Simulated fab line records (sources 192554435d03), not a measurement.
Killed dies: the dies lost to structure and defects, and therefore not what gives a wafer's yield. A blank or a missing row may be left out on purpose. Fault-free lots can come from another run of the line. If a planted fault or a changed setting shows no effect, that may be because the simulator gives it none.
Which tool did it? | flow n5_finfet | Sampling: 9 lots, 27 wafers, 5 of 1938 route steps

WHAT THE GAUGES READ, wafer by wafer
N5_ZERO_LAYER_CD_MEAS_11 targets a cd of 2000 nm. Usual: cd_nm 1999.2 nm, standard deviation 2.1.
lot  | measured    | on        | cd_nm (nm)           | flag
L246 | day 1 12:38 | cd_sem-02 | 1999.7 1995.9 1997.9 |
L248 | day 2 00:50 | cd_sem-02 | 2001.4 2000.4 1998.6 |
L256 | day 4 00:46 | cd_sem-02 | 2000.0 1998.2 2000.9 |
L257 | day 4 06:46 | cd_sem-01 | 1993.5 1995.9 1996.8 |
L258 | day 4 12:38 | cd_sem-01 | 1998.9 1999.6 1999.3 |
L259 | day 4 18:38 | cd_sem-03 | 2000.2 1998.4 1999.5 |
L263 | day 5 18:39 | cd_sem-03 | 2000.0 2000.4 2001.6 |
L265 | day 6 06:50 | cd_sem-02 | 2000.3 1996.7 2000.1 |
L269 | day 7 06:38 | cd_sem-02 | 1997.5 2001.4 1997.8 |

N5_BEOL_M4_RC_MEAS_101. Usual: DIBL_N 36.0 mV/V, standard deviation 1.8; DIBL_P 36.3 mV/V, standard deviation 2.4; IOFF_N 0.16 nA/um, standard deviation 0.035; IOFF_N_LONG 5.42e-05 nA/um, standard deviation 2.8e-06; IOFF_P 0.21 nA/um, standard deviation 0.036; IOFF_P_LONG 0.000101 nA/um, standard deviation 8.2e-06; ION_N 673 uA/um, standard deviation 13; ION_P 461 uA/um, standard deviation 7.2; RS_PWELL 3009 ohm/sq, standard deviation 21; SS_N 71.4 mV/dec, standard deviation 0.6; SS_P 73.2 mV/dec, standard deviation 0.7; VT_N 250 mV, standard deviation 4; VT_P -250.9 mV, standard deviation 2.9.
lot  | measured     | on        | DIBL_N (mV/V)  | DIBL_P (mV/V)  | IOFF_N (nA/um) | IOFF_N_LONG (nA/um)        | IOFF_P (nA/um) | IOFF_P_LONG (nA/um)        | ION_N (uA/um) | ION_P (uA/um) | RS_PWELL (ohm/sq) | SS_N (mV/dec)  | SS_P (mV/dec)  | VT_N (mV)   | VT_P (mV)            | flag
L246 | day 7 15:56  | prober-01 | 40.9 39.8 36.5 | 41.0 39.5 35.0 | 0.27 0.23 0.16 | 5.62e-05 5.66e-05 5.56e-05 | 0.32 0.29 0.23 | 0.000115 0.000111 0.000115 | 695 695 669   | 472 474 465   | 3007 3026 3018    | 72.0 72.1 71.2 | 74.4 74.1 72.4 | 240 245 252 | -242.9 -243.5 -247.3 |
L248 | day 8 23:30  | prober-01 | 36.3 35.8 38.5 | 37.4 37.5 40.0 | 0.17 0.16 0.23 | 5.47e-05 5.42e-05 5.57e-05 | 0.21 0.22 0.26 | 0.000101 0.000103 0.0001   | 683 672 702   | 462 468 475   | 3002 2989 3027    | 71.5 70.7 71.8 | 73.8 72.9 73.9 | 248 250 245 | -249.2 -247.8 -246.1 |
L256 | day 11 04:19 | prober-02 | 36.3 34.5 36.6 | 37.7 34.6 37.1 | 0.18 0.15 0.19 | 5.52e-05 5.63e-05 5.55e-05 | 0.22 0.18 0.21 | 9.6e-05 0.000103 9.7e-05   | 682 671 683   | 457 456 464   | 3033 2993 3041    | 71.2 70.8 71.7 | 74.1 72.5 73.6 | 248 248 244 | -251.5 -252.5 -253.3 |
L257 | day 10 11:23 | prober-01 | 35.3 34.6 32.8 | 35.9 34.9 32.3 | 0.13 0.12 0.09 | 8.44e-05 8.76e-05 8.9e-05  | 0.21 0.19 0.15 | 0.00013 0.000125 0.00015   | 661 666 650   | 460 469 454   | 2969 2972 2907    | 70.6 70.5 70.4 | 73.9 73.0 71.3 | 255 253 259 | -250.9 -252.9 -252.4 | OFF
L258 | day 11 08:05 | prober-01 | 34.8 38.2 38.6 | 33.1 38.1 39.3 | 0.12 0.19 0.19 | 8.71e-05 8.66e-05 8.64e-05 | 0.16 0.23 0.25 | 0.000131 0.000126 0.000129 | 654 664 667   | 446 451 455   | 2942 2923 2943    | 70.8 72.0 71.7 | 73.1 73.1 74.1 | 254 248 248 | -254.4 -248.3 -248.3 | OFF
L259 | day 11 10:07 | prober-01 | 35.5 33.3 35.3 | 34.8 33.1 34.6 | 0.15 0.12 0.15 | 5.53e-05 5.43e-05 5.6e-05  | 0.20 0.18 0.19 | 0.000105 0.000102 0.000101 | 685 669 677   | 470 456 462   | 3009 3001 3002    | 71.1 70.8 70.9 | 72.8 72.4 72.5 | 250 252 251 | -249.7 -249.3 -251.7 |
L263 | day 12 16:12 | prober-02 | 35.5 34.0 36.1 | 37.7 35.7 37.6 | 0.18 0.14 0.17 | 5.68e-05 5.67e-05 5.76e-05 | 0.22 0.19 0.23 | 0.000108 0.000107 0.00011  | 683 682 680   | 467 469 457   | 2985 2990 2987    | 70.6 71.1 71.8 | 73.8 72.9 73.7 | 247 251 247 | -248.6 -251.5 -248.3 |
L265 | day 12 17:22 | prober-01 | 39.2 34.6 35.4 | 40.2 35.4 35.4 | 0.21 0.13 0.13 | 5.2e-05 5.16e-05 5.16e-05  | 0.26 0.18 0.19 | 9.6e-05 9e-05 9.1e-05      | 685 673 662   | 468 462 455   | 2989 2979 3018    | 71.6 71.3 71.5 | 74.1 73.0 73.3 | 246 254 254 | -249.3 -252.8 -252.0 |
L269 | day 14 06:26 | prober-01 | 37.2 37.9 39.3 | 37.1 36.6 38.0 | 0.16 0.16 0.20 | 5.25e-05 5.3e-05 5.37e-05  | 0.21 0.21 0.25 | 0.000105 0.000108 0.000106 | 673 681 687   | 457 461 464   | 3004 3012 2986    | 71.4 72.1 72.2 | 73.4 74.0 73.7 | 250 250 247 | -252.4 -252.9 -246.7 |

WHICH TOOL RAN EACH LOT (tool, then ch and the chambers of the sampled wafers, then the start)
lot  | N5_WELL_APT_RTA_34              | N5_FIN_SAQP_PECVD_47           | N5_FIN_SAQP_PECVD_06
L246 | rtp_anneal-01 ch 0, day 1 15:35 | pecvd-02 ch 0,1, day 1 23:09   | pecvd-02 ch 0,1, day 1 23:14
L248 | rtp_anneal-01 ch 0, day 2 04:48 | pecvd-04 ch 1,2, day 2 10:38   | pecvd-04 ch 1,2, day 2 10:43
L256 | rtp_anneal-02 ch 0, day 4 04:31 | pecvd-03 ch 0,1, day 4 10:07   | pecvd-03 ch 0,1, day 4 10:12
L257 | rtp_anneal-02 ch 0, day 4 10:10 | pecvd-02 ch 0,1,2, day 4 15:21 | pecvd-02 ch 0,1,2, day 4 15:26
L258 | rtp_anneal-02 ch 0, day 4 15:53 | pecvd-03 ch 0,1,2, day 4 21:19 | pecvd-03 ch 0,1,2, day 4 21:23
L259 | rtp_anneal-01 ch 0, day 4 21:58 | pecvd-03 ch 0,1, day 5 04:06   | pecvd-03 ch 0,1, day 5 04:11
L263 | rtp_anneal-01 ch 0, day 5 21:56 | pecvd-02 ch 1,2, day 6 03:01   | pecvd-02 ch 1,2, day 6 03:05
L265 | rtp_anneal-01 ch 0, day 6 10:50 | pecvd-04 ch 0,1,2, day 6 15:53 | pecvd-04 ch 0,1,2, day 6 15:59
L269 | rtp_anneal-01 ch 0, day 7 10:49 | pecvd-04 ch 0,2, day 7 15:41   | pecvd-04 ch 0,2, day 7 15:46
- N5_WELL_APT_RTA_34: time 10 s.
- N5_FIN_SAQP_PECVD_47: deposits a-Si from SiH4/He, target thk 45 nm, time 36.3 s.
- N5_FIN_SAQP_PECVD_06: deposits a-Si from SiH4/He, target thk 60 nm, time 48.1 s.

AS READ BY THE TOOLS THEMSELVES (means over the sampled wafers that have a number; for cases with no such wafer, the mark the record gives instead)
N5_WELL_APT_RTA_34. Usual: lamp_power_pct 13.00 %, standard deviation 0.052; lamp_zone_1_pct 12.998 %, standard deviation 0.028; lamp_zone_2_pct 12.994 %, standard deviation 0.028; lamp_zone_3_pct 12.994 %, standard deviation 0.027; lamp_zone_4_pct 12.993 %, standard deviation 0.025; lamp_zone_5_pct 12.992 %, standard deviation 0.028; lamp_zone_6_pct 12.921 %, standard deviation 0.027; lamp_zone_7_pct 13.424 %, standard deviation 0.029; wafer_temp_C_max 1003.6, standard deviation 1.
lot  | tool          | lamp_power_pct (%) | lamp_zone_1_pct (%) | lamp_zone_2_pct (%) | lamp_zone_3_pct (%) | lamp_zone_4_pct (%) | lamp_zone_5_pct (%) | lamp_zone_6_pct (%) | lamp_zone_7_pct (%) | wafer_temp_C_max | flag
L246 | rtp_anneal-01 | 12.99              | 13.011              | 12.964              | 13.002              | 12.981              | 13.006              | 12.919              | 13.426              | 1002.5           |
L248 | rtp_anneal-01 | 12.99              | 13.017              | 13.000              | 12.995              | 12.992              | 12.981              | 12.928              | 13.443              | 1003.6           |
L256 | rtp_anneal-02 | 13.04              | 12.985              | 13.004              | 12.977              | 12.992              | 13.017              | 12.911              | 13.425              | 1004.1           |
L257 | rtp_anneal-02 | 10.27              | 10.258              | 10.237              | 10.254              | 10.261              | 10.261              | 10.180              | 10.600              | 1002.6           | OFF
L258 | rtp_anneal-02 | 10.27              | 10.264              | 10.274              | 10.246              | 10.248              | 10.230              | 10.207              | 10.576              | 1003.1           | OFF
L259 | rtp_anneal-01 | 12.98              | 12.997              | 12.999              | 12.986              | 12.999              | 12.968              | 12.922              | 13.436              | 1003.9           |
L263 | rtp_anneal-01 | 13.04              | 12.989              | 12.963              | 12.982              | 12.991              | 12.974              | 12.944              | 13.435              | 1003.4           |
L265 | rtp_anneal-01 | 13.09              | 12.994              | 12.985              | 12.969              | 13.006              | 13.009              | 12.960              | 13.431              | 1003.8           |
L269 | rtp_anneal-01 | 12.95              | 12.987              | 13.006              | 13.001              | 12.995              | 13.019              | 12.923              | 13.456              | 1003.0           |

N5_FIN_SAQP_PECVD_47. Usual: heater_power_outer_w 557 W, standard deviation 62; heater_power_w 900 W, standard deviation 110; showerhead_plenum_p_Torr 5.67 Torr, standard deviation 0.051; throttle_valve_pct 18.6 %, standard deviation 0.98.
lot  | tool     | heater_power_outer_w (W) | heater_power_w (W) | showerhead_plenum_p_Torr (Torr) | throttle_valve_pct (%) | flag
L246 | pecvd-02 | 545                      | 861                | 5.70                            | 17.9                   |
L248 | pecvd-04 | 588                      | 996                | 5.68                            | 19.7                   |
L256 | pecvd-03 | 502                      | 829                | 5.66                            | 19.2                   |
L257 | pecvd-02 | 518                      | 831                | 5.67                            | 17.7                   |
L258 | pecvd-03 | 511                      | 836                | 5.66                            | 18.9                   |
L259 | pecvd-03 | 564                      | 934                | 5.67                            | 19.6                   |
L263 | pecvd-02 | 494                      | 796                | 5.71                            | 18.1                   |
L265 | pecvd-04 | 612                      | 1015               | 5.67                            | 19.1                   |
L269 | pecvd-04 | 612                      | 988                | 5.66                            | 18.7                   |

N5_FIN_SAQP_PECVD_06. Usual: heater_power_outer_w 555 W, standard deviation 72; heater_power_w 900 W, standard deviation 120; showerhead_plenum_p_Torr 5.67 Torr, standard deviation 0.052; throttle_valve_pct 18.6 %, standard deviation 0.99.
lot  | tool     | heater_power_outer_w (W) | heater_power_w (W) | showerhead_plenum_p_Torr (Torr) | throttle_valve_pct (%) | flag
L246 | pecvd-02 | 515                      | 797                | 5.70                            | 18.0                   |
L248 | pecvd-04 | 549                      | 959                | 5.68                            | 19.7                   |
L256 | pecvd-03 | 515                      | 855                | 5.66                            | 19.1                   |
L257 | pecvd-02 | 506                      | 808                | 5.68                            | 17.8                   |
L258 | pecvd-03 | 515                      | 846                | 5.66                            | 18.8                   |
L259 | pecvd-03 | 575                      | 966                | 5.67                            | 19.4                   |
L263 | pecvd-02 | 494                      | 804                | 5.71                            | 18.0                   |
L265 | pecvd-04 | 580                      | 948                | 5.68                            | 19.3                   |
L269 | pecvd-04 | 596                      | 964                | 5.66                            | 18.6                   |

THE ANSWER, worked out from the rows above alone
Rule: a lot is off if the mean of its wafers that have a number lies more than 3 standard deviations from the usual mean. Also off: a lot with no number at a reading for which 4 or more lots have one. The other lots that the step has rows for count as sound. The gauges are gone through in route order, then the tools' own readings, and for those a lot's mean is taken as printed above. The first step at which some lot is off is used, and at that step the reading that is off furthest; a lot without a number counts as furthest.
Off: L257, L258, seen at N5_BEOL_M4_RC_MEAS_101 (IOFF_N_LONG).
If a tool, at a process step before that reading, ran all the lots that are off and no sound lot after the first of them, it fits. Not tried: the gauges at N5_BEOL_M4_RC_MEAS_101; whatever is off there is also off at N5_WELL_APT_RTA_34, on other tools, and gauge error can't account for it. One fits: rtp_anneal-02 at N5_WELL_APT_RTA_34. A fault onset in the window from L256 (day 4 04:31, its last sound lot) to L257 (day 4 10:10, its first lot off) fits.
The tool's own readings at N5_WELL_APT_RTA_34 bear it out: on the lots that are off they differ by more than 5 times the standard deviation of the sound lots' means. lamp_power_pct reads 10.27 % there against 13.01 % on the sound lots; lamp_zone_1_pct reads 10.261 % there against 12.997 % on the sound lots; lamp_zone_2_pct reads 10.255 % there against 12.989 % on the sound lots; lamp_zone_3_pct reads 10.250 % there against 12.987 % on the sound lots; lamp_zone_4_pct reads 10.255 % there against 12.994 % on the sound lots; lamp_zone_5_pct reads 10.245 % there against 12.996 % on the sound lots; lamp_zone_6_pct reads 10.194 % there against 12.930 % on the sound lots; lamp_zone_7_pct reads 10.588 % there against 13.436 % on the sound lots.

WHAT WAS PUT IN BY THE SIMULATOR
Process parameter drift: rtp_anneal-02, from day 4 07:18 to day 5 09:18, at N5_WELL_APT_RTA_34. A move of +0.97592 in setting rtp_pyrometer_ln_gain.
Struck lots among those shown: L257, L258. Same finding as the rule above.
